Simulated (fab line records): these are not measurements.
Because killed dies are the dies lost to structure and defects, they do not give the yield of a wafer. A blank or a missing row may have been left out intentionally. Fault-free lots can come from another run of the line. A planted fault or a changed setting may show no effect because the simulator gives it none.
Struck lot and sound lot, side by side | flow nand-harc | 39 out of 1159 route steps
Sound: the wafers L480.1, L480.2, L480.6. Wafers L487.2, L487.4, L487.6 were the ones struck. The cause is named last.
Per side, at each step with rows, come the tool, then ch with its chambers, and then its first start. Under that, the readings that differ: sound wafers | struck wafers | difference of the means | sigmas: that difference in standard deviations of wafers without a fault.
alike: readings whose means differ by less than 2 such deviations, and words and numbers that are the same on both sides. not compared: withheld readings, readings that some wafer has no value for, bounds like >300 that may hide the same value, and numbers for which the record gives no deviation and whose values overlap.
Wherever a step has rows on one side only, a row that says differs or no value, or a row with sigmas, the two part there. Numbers that have no deviation but don't overlap get no sigmas and don't part them. Lack of a reading on every wafer of one side parts them only where that side has two or more wafers.

first, 2 steps without rows for these wafers: NHARC_THIN_TSV_ETCH_44 (etches the open film in CF4/O2, target depth 1594.2 nm, time 797.1 s); NHARC_THIN_TSV_ETCH_15 (target depth 3000 nm, bosch target overetch cycles 2, bosch etch step 2.8 s).
NHARC_THIN_TSV_CD_MEAS_16:
  sound on cd-sem-02, day 21 12:16; struck on cd-sem-01, day 23 07:02
  alike: cd-nm
then, 2 steps without rows for these wafers: NHARC_THIN_TSV_STRIP_45 (strips in O2); NHARC_THIN_TSV_STRIP_46 (strips in post etch residue remover, time 1200 s).
NHARC_THIN_TSV_DEP_47: deposits SiO2, target thk 200 nm.
  sound on pecvd-01 ch 0,2, day 21 13:22; struck on pecvd-03 ch 0,1,2, day 23 07:55
  alike: rf-fwd-power-W, showerhead-vpp-V, throttle-valve-pct
then, 2 steps without rows for these wafers: NHARC_THIN_TSV_ETCHBACK_48 (etches the open film in C4F8/Ar, target depth 1028.5 nm, time 405.17 s); NHARC_THIN_TSV_STRIP_62 (strips in N2/H2, time 20 s).
NHARC_THIN_TSV_DEGAS_49: time 120 s.
  sound on pvd-sputter-01, day 21 14:33; struck on pvd-sputter-03, day 23 08:58
  alike: heater-power-w, susceptor-temp-C
then, 1 step without rows for these wafers: NHARC_THIN_TSV_PRE_CLEAN_50 (time 30 s).
NHARC_THIN_TSV_PVD_19: deposits TaN, target thk 20 nm.
  sound on pvd-sputter-01; struck on pvd-sputter-03
  alike: throttle-valve-pct
then, 1 step without rows for these wafers: NHARC_THIN_TSV_PVD_51 (deposits Cu, target thk 100 nm).
NHARC_THIN_TSV_ECD_20: material Cu, target thk 2000 nm.
  sound on ecd-cu-01 ch 0,1, day 21 15:01; struck on ecd-cu-01 ch 0,1, day 23 09:49
then, 3 steps without rows for these wafers: NHARC_THIN_TSV_ANNEAL_52 (time 90 s); NHARC_THIN_TSV_CMP_21 (polishes, t overpolish 30 s, target thk 2000 nm); NHARC_THIN_TSV_SRD_23.
NHARC_THIN_TSV_DEGAS_53: time 60 s.
  sound on pvd-sputter-03, day 21 16:35; struck on pvd-sputter-02, day 23 11:21
  alike: heater-power-w, susceptor-temp-C
NHARC_THIN_TSV_PRE_CLEAN_54: time 30 s.
  sound on pvd-sputter-03, day 21 16:38; struck on pvd-sputter-02, day 23 11:27
  reading              | sound | struck               | difference                   | sigmas
  susceptor-temp-C (C) | - - - | 280.16 279.94 279.95 | no value on the sound wafers |
  alike: heater-power-w
then, 10 steps without rows for these wafers: NHARC_THIN_TSV_PVD_55 (deposits TiN, target thk 50 nm); NHARC_THIN_TSV_PVD_24 (deposits Al, target thk 800 nm); NHARC_THIN_TSV_DEHYDRATE_25 (time 120 s); NHARC_THIN_TSV_HMDS_26 (time 30 s); NHARC_THIN_TSV_COAT_27; NHARC_THIN_TSV_SOFTBAKE_28 (time 95 s); NHARC_THIN_TSV_EBR_29; NHARC_THIN_TSV_EXPOSE_30 (exposes mask PAD); NHARC_THIN_TSV_PEB_31 (peb time 85 s); NHARC_THIN_TSV_DEVELOP_32 (time 70 s).
NHARC_THIN_TSV_CD_MEAS_33: the cd target is 5000 nm.
  sound on cd-sem-01 ch 0, day 21 17:42; struck on cd-sem-03 ch 0, day 23 12:23
  alike: cd-nm
then, 6 steps without rows for these wafers: NHARC_THIN_TSV_HARDBAKE_34 (time 80 s); NHARC_THIN_TSV_DESCUM_35 (chemistry O2, time 3 s); NHARC_THIN_TSV_ETCH_59 (etches the open film in Cl2/BCl3, target depth 880 nm, time 138.1 s); NHARC_THIN_TSV_ETCH_36 (etches the open film in Cl2/BCl3, target depth 65 nm, time 18.571 s); NHARC_THIN_TSV_STRIP_56 (strips in O2); NHARC_THIN_TSV_STRIP_57 (strips in post etch residue remover, time 1200 s).
NHARC_THIN_TSV_CD_MEAS_37:
  sound on cd-sem-01, day 21 19:09; struck on cd-sem-03, day 23 14:17
  reading    | sound                | struck               | difference | sigmas
  cd-nm (nm) | 4998.2 5000.4 4998.1 | 5005.0 5001.8 5003.2 | +4.4       | +2
then, 1 step without rows for these wafers: NHARC_THIN_TSV_ANNEAL_58 (time 1800 s).
NHARC_END_WLT_00:
  sound on prober-01, day 21 23:40; struck on prober-02, day 23 16:58
  alike: VT_DECK1_BOTTOM, VT_DECK1_BOTTOM_INNER, VT_DECK1_MEDIAN_NEAR_BOTTOM, VT_DECK1_MEDIAN_NEAR_BOTTOM_INNER, VT_DECK1_MIDDLE, VT_DECK1_MIDDLE_INNER, VT_DECK1_TOP, VT_DECK1_TOP_INNER
NHARC_END_SORT_01:
  sound on prober-01 ch 0, day 22 02:40; struck on prober-02 ch 0, day 23 20:14
  reading                  | sound           | struck         | difference | sigmas
  defect-limited-yield (%) | 96.5 96.8 97.6  | 52.1 51.3 51.7 | -45.3      | -28
  killed-at-other          | 1 1 1           | 294 310 305    | +302       | +99 or more
  killed-dies              | 24 22 16        | 324 330 327    | +306       | +28
  sort_bin_2_pct (%)       | 1.6 0.4 1.5     | 18.2 16.5 18.6 | +16.6      | +24
  sort_bin_3_pct (%)       | 0.44 0.30 0.15  | 2.66 2.22 2.51 | +2.17      | +10
  sort_bin_4_pct (%)       | 1.5 2.5 0.7     | 27.0 30.0 27.2 | +26.5      | +26
  sort-n-pass              | 653 655 661     | 353 347 350    | -306       | -28
  sort-rim-yield-pct (%)   | 96.2 100.0 97.2 | 58.5 50.9 52.8 | -43.7      | -16
  sort-yield-pct (%)       | 96.5 96.8 97.6  | 52.1 51.3 51.7 | -45.3      | -28
  alike: killed-at-array, killed-at-periphery, killed-open, killed-short

== WHERE THEY PART ==
Last at NHARC_END_SORT_01 as far as this record goes, first at NHARC_THIN_TSV_PRE_CLEAN_54.

WHY: the cause the simulator had injected
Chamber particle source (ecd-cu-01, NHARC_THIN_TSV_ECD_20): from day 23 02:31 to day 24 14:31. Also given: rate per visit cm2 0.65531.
